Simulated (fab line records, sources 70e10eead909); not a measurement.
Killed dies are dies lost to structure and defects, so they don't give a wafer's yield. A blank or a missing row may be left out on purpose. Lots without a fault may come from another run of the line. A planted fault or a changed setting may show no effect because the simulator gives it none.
Chamber matching | flow nand_harc | NHARC_A_STAIRCASE_DESCUM_270 on rie_diel-03: 4 sister chambers
The step chemistry O2, time 3 s. 4 wafers are shown with their chamber, then 8 later ones without.

WAFERS WITH THEIR CHAMBER
wafer  | chamber | showerhead_plenum_p_Torr (Torr)
L084.4 | 3       | 1.91
L084.5 | 0       | 1.79
L088.6 | 2       | 1.87
L090.2 | 1       | 1.88

WAFERS WITHOUT THEIR CHAMBER
wafer  | showerhead_plenum_p_Torr (Torr)
L090.3 | 1.87
L090.4 | 1.91
L091.2 | 1.87
L091.4 | 1.78
L091.6 | 1.87
L095.3 | 1.88
L095.4 | 1.87
L095.6 | 1.77

WHICH CHAMBER EACH WENT THROUGH
wafer  | from the rows above     | in truth
L090.3 | can't be placed: 2 or 1 | 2
L090.4 | 3                       | 3
L091.2 | can't be placed: 2 or 1 | 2
L091.4 | 0                       | 0
L091.6 | can't be placed: 2 or 1 | 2
L095.3 | can't be placed: 1 or 2 | 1
L095.4 | can't be placed: 2 or 1 | 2
L095.6 | 0                       | 0
Placed correctly: 3 of 8. Can't be placed from these rows: 5 (the true chamber is among the candidates in 5). Placed wrongly: 0.
How it was worked out, from the rows above alone: a wafer's distance from a chamber is the root of the sum, over the readings, of the square of ((its reading less the chamber's mean) divided by the reading's scatter). The wafer belongs to the nearest chamber; if the next one is less than 2 further off, it can't be placed. A chamber's mean is the mean of its shown wafers. The scatter: with one shown wafer a chamber, the root of the mean of the squares of how far each hidden wafer lies from its nearest shown one.
